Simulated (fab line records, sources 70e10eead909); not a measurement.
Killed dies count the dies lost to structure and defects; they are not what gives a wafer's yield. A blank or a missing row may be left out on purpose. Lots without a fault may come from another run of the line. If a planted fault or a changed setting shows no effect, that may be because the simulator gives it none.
Matching of chambers / flow nand-harc / 4 sister chambers for NHARC_A_WL_FILL_ALD_02 on ald-metal-03
The step deposits TiN, target thk 2 nm, pulse time 3 s, ald cycles 100. 8 wafers are shown with their chamber, then 10 later ones without.

== WAFERS, EACH WITH ITS CHAMBER ==
wafer=L076.5; chamber=3; heater-power-w (W)=974; precursor-pulse-height-rel=1.052
wafer=L079.6; chamber=3; heater-power-w (W)=985; precursor-pulse-height-rel=0.997
wafer=L081.4; chamber=0; heater-power-w (W)=1143; precursor-pulse-height-rel=0.997
wafer=L083.2; chamber=1; heater-power-w (W)=1041; precursor-pulse-height-rel=1.044
wafer=L083.4; chamber=1; heater-power-w (W)=1056; precursor-pulse-height-rel=0.987
wafer=L083.5; chamber=2; heater-power-w (W)=1041; precursor-pulse-height-rel=0.979
wafer=L086.1; chamber=0; heater-power-w (W)=1112; precursor-pulse-height-rel=0.996
wafer=L086.2; chamber=2; heater-power-w (W)=1046; precursor-pulse-height-rel=1.009

== WAFERS WITHOUT THEIR CHAMBER ==
wafer=L086.4; heater-power-w (W)=1098; precursor-pulse-height-rel=1.037
wafer=L085.1; heater-power-w (W)=991; precursor-pulse-height-rel=1.015
wafer=L085.5; heater-power-w (W)=1027; precursor-pulse-height-rel=1.017
wafer=L085.6; heater-power-w (W)=1115; precursor-pulse-height-rel=0.968
wafer=L087.2; heater-power-w (W)=1187; precursor-pulse-height-rel=1.046
wafer=L087.4; heater-power-w (W)=1023; precursor-pulse-height-rel=0.952
wafer=L087.6; heater-power-w (W)=1009; precursor-pulse-height-rel=0.993
wafer=L094.2; heater-power-w (W)=1126; precursor-pulse-height-rel=1.024
wafer=L094.5; heater-power-w (W)=1133; precursor-pulse-height-rel=0.996
wafer=L094.6; heater-power-w (W)=1061; precursor-pulse-height-rel=0.976

== WHICH CHAMBER EACH WENT THROUGH ==
wafer=L086.4; from the rows above=can't be placed: 0 or 1 or 2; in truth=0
wafer=L085.1; from the rows above=3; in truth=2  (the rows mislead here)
wafer=L085.5; from the rows above=can't be placed: 2 or 1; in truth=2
wafer=L085.6; from the rows above=0; in truth=0
wafer=L087.2; from the rows above=0; in truth=0
wafer=L087.4; from the rows above=can't be placed: 2 or 1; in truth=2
wafer=L087.6; from the rows above=can't be placed: 3 or 2 or 1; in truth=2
wafer=L094.2; from the rows above=0; in truth=0
wafer=L094.5; from the rows above=0; in truth=0
wafer=L094.6; from the rows above=can't be placed: 2 or 1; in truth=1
4 of 10 placed correctly. Not placeable from these rows: 5 (in 5, the candidates include the true chamber). Number placed wrongly: 1.
How it was worked out, from the rows above alone: a wafer's distance from a chamber is the root of the sum, over the readings, of the square of ((its reading less the chamber's mean) divided by the reading's scatter). The wafer belongs to the nearest chamber; if the next one is less than 2 further off, it can't be placed. A chamber's mean is the mean of its shown wafers. How the scatter is found: for the shown wafers, subtract from each reading the mean of its chamber, square and add these, divide the total by (wafers less chambers), then take the root.
